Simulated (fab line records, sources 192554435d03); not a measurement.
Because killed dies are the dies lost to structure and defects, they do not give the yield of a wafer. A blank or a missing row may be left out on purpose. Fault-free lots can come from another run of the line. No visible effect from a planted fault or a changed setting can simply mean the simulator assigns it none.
Which of the tools did it?    flow n5Finfet    32 wafers from 12 lots sampled at 4 of the route's 1938 steps

## WHAT EACH GAUGE READ, for each wafer
N5_BEOL_M6_CD_MEAS_18: pitch 80 nm, target cd 40 nm.
lot   measured      on        cdNm (nm)
L183  day 8 16:41   cdSem-01  40.8 39.4 38.7
L184  day 9 09:33   cdSem-01  40.2 41.0
L185  day 9 10:56   cdSem-03  40.4 39.5 40.1
L187  day 9 17:26   cdSem-01  40.6 39.6 39.3
L188  day 10 13:28  cdSem-01  38.4 39.8 38.8
L189  day 10 21:33  cdSem-03  39.4 40.2 40.3
L190  day 11 12:13  cdSem-03  39.5 40.2 39.2
L195  day 12 13:41  cdSem-01  39.5 39.3 39.7
L196  day 12 13:56  cdSem-02  39.4 38.8 38.1
L200  day 13 13:53  cdSem-01  41.6 40.8
L202  day 14 14:11  cdSem-02  39.3
L203  day 14 14:44  cdSem-02  41.0 39.8 40.4

N5_BEOL_M6_CD_MEAS_35: target cd 40 nm, target cd y 28 nm.
lot   measured      on        cdNm (nm)
L183  day 8 19:58   cdSem-02  40.6 39.2 38.7
L184  day 9 11:07   cdSem-02  40.4 40.6
L185  day 9 15:30   cdSem-02  40.2 39.5 40.0
L187  day 9 19:13   cdSem-03  40.6 39.1 40.1
L188  day 10 14:37  cdSem-01  38.2 39.4 38.8
L189  day 10 23:23  cdSem-02  38.9 40.0 40.1
L190  day 11 13:22  cdSem-02  39.5 40.2 39.1
L195  day 12 14:59  cdSem-03  39.0 39.1 39.9
L196  day 12 15:18  cdSem-02  39.3 38.7 38.5
L200  day 13 16:13  cdSem-01  41.7 40.2
L202  day 14 17:33  cdSem-01  39.3
L203  day 14 17:56  cdSem-03  40.9 39.4 40.5

## EACH LOT AND THE TOOL THAT RAN IT (in order: tool; ch and the chambers of the sampled wafers; start)
lot   N5_BEOL_M6_ETCH_62                 N5_BEOL_M6_VIA_ETCH_34
L183  rieDiel-05 ch 1,2,3, day 8 16:19   rieDiel-03 ch 1,3, day 8 19:33
L184  rieDiel-05 ch 0,3, day 9 09:04     rieDiel-05 ch 1,3, day 9 10:41
L185  rieDiel-03 ch 1,2,3, day 9 10:31   rieDiel-01 ch 0,1,3, day 9 15:06
L187  rieDiel-01 ch 2,3, day 9 17:04     rieDiel-03 ch 2,3, day 9 18:49
L188  rieDiel-03 ch 0,3, day 10 13:05    rieDiel-03 ch 0,1,3, day 10 14:13
L189  rieDiel-03 ch 0,1, day 10 21:05    rieDiel-01 ch 0,1,2, day 10 22:59
L190  rieDiel-01 ch 1,2,3, day 11 11:37  rieDiel-01 ch 1,2,3, day 11 12:58
L195  rieDiel-05 ch 1,3, day 12 13:18    rieDiel-03 ch 1,2, day 12 14:35
L196  rieDiel-05 ch 0,1, day 12 13:34    rieDiel-05 ch 0,1,3, day 12 14:47
L200  rieDiel-01 ch 1,3, day 13 13:29    rieDiel-01 ch 2,3, day 13 15:48
L202  rieDiel-05 ch 2, day 14 13:43      rieDiel-01 ch 0, day 14 17:08
L203  rieDiel-01 ch 0,1, day 14 14:23    rieDiel-01 ch 0,2,3, day 14 17:32
- N5_BEOL_M6_ETCH_62: etches SOC in N2/H2, target depth 110 nm, overetch 22 nm, time 165 s.
- N5_BEOL_M6_VIA_ETCH_34: etches SiCOH lowk in C4F6/O2, target depth 126.3 nm, time 50.9 s.

## WHAT THE TOOLS THEMSELVES READ (means of the sampled wafers that have a number; where no wafer has one, the mark that the record gives instead)
N5_BEOL_M6_ETCH_62.
lot   tool        drypumpMotorCurrentA (A)  h2FlowSccm (sccm)  oesProductAu (a.u.)  rfVppV (V)  showerheadPlenumPTorr (Torr)  throttleValvePct (%)
L183  rieDiel-05  5.9                       200.2              0.67                 522.9       2.46                          17.6
L184  rieDiel-05  5.5                       199.9              0.74                 522.4       2.52                          17.2
L185  rieDiel-03  5.5                       200.3              0.73                 528.0       2.68                          17.5
L187  rieDiel-01  5.7                       200.0              0.71                 525.5       2.60                          17.5
L188  rieDiel-03  5.5                       199.5              0.65                 525.3       2.57                          17.8
L189  rieDiel-03  5.3                       200.2              0.65                 523.5       2.52                          18.2
L190  rieDiel-01  5.5                       200.4              0.66                 525.5       2.61                          17.9
L195  rieDiel-05  5.8                       200.3              0.67                 521.5       2.44                          17.6
L196  rieDiel-05  5.0                       199.8              0.68                 523.6       2.53                          17.6
L200  rieDiel-01  5.3                       200.0              0.70                 524.0       2.58                          17.8
L202  rieDiel-05  5.7                       199.7              0.82                 521.9       2.47                          17.6
L203  rieDiel-01  5.5                       200.5              0.73                 524.2       2.58                          17.9

N5_BEOL_M6_VIA_ETCH_34.
lot   tool        drypumpMotorCurrentA (A)  oesProductAu (a.u.)  rfVppV (V)  showerheadPlenumPTorr (Torr)  throttleValvePct (%)
L183  rieDiel-03  5.3                       0.85                 688         3.01                          20.86
L184  rieDiel-05  5.9                       0.85                 694         2.78                          20.74
L185  rieDiel-01  5.5                       0.79                 656         2.91                          21.01
L187  rieDiel-03  5.8                       0.86                 687         3.02                          20.79
L188  rieDiel-03  5.3                       0.80                 675         2.91                          21.06
L189  rieDiel-01  5.6                       0.83                 650         2.96                          21.10
L190  rieDiel-01  5.5                       0.78                 655         2.94                          21.01
L195  rieDiel-03  5.7                       0.86                 682         3.02                          20.82
L196  rieDiel-05  5.5                       0.81                 679         2.81                          20.77
L200  rieDiel-01  5.8                       0.98                 666         2.94                          20.94
L202  rieDiel-01  5.8                       0.84                 657         2.90                          21.05
L203  rieDiel-01  5.7                       0.92                 662         2.92                          20.99

## THE ANSWER, worked out from the rows above alone
Rule: usual is defined by the lots themselves. The widest of any qualifying gaps counts: lots, ordered by their means at a reading, are off when they make up no more than a third of the lots, leave a main group of 4 or more, and stand apart from it by 3 or more times the standard deviation of that group's means. A main group is skipped when, at the precision printed for the reading in the tables above, its means are all equal. Also off: a lot with no number at a reading for which 4 or more lots have one. Any other lot the step has rows for is counted as sound. Order of review: gauges by route order, followed by the tools' own readings, for which a lot's mean as printed above is used. At the first step where some lot is off, the reading lying furthest off is the one used; lots without a number count as furthest.
No lot is off on any of the readings shown, so nothing can be concluded from this.

## WHAT THE SIMULATOR HAD INSERTED
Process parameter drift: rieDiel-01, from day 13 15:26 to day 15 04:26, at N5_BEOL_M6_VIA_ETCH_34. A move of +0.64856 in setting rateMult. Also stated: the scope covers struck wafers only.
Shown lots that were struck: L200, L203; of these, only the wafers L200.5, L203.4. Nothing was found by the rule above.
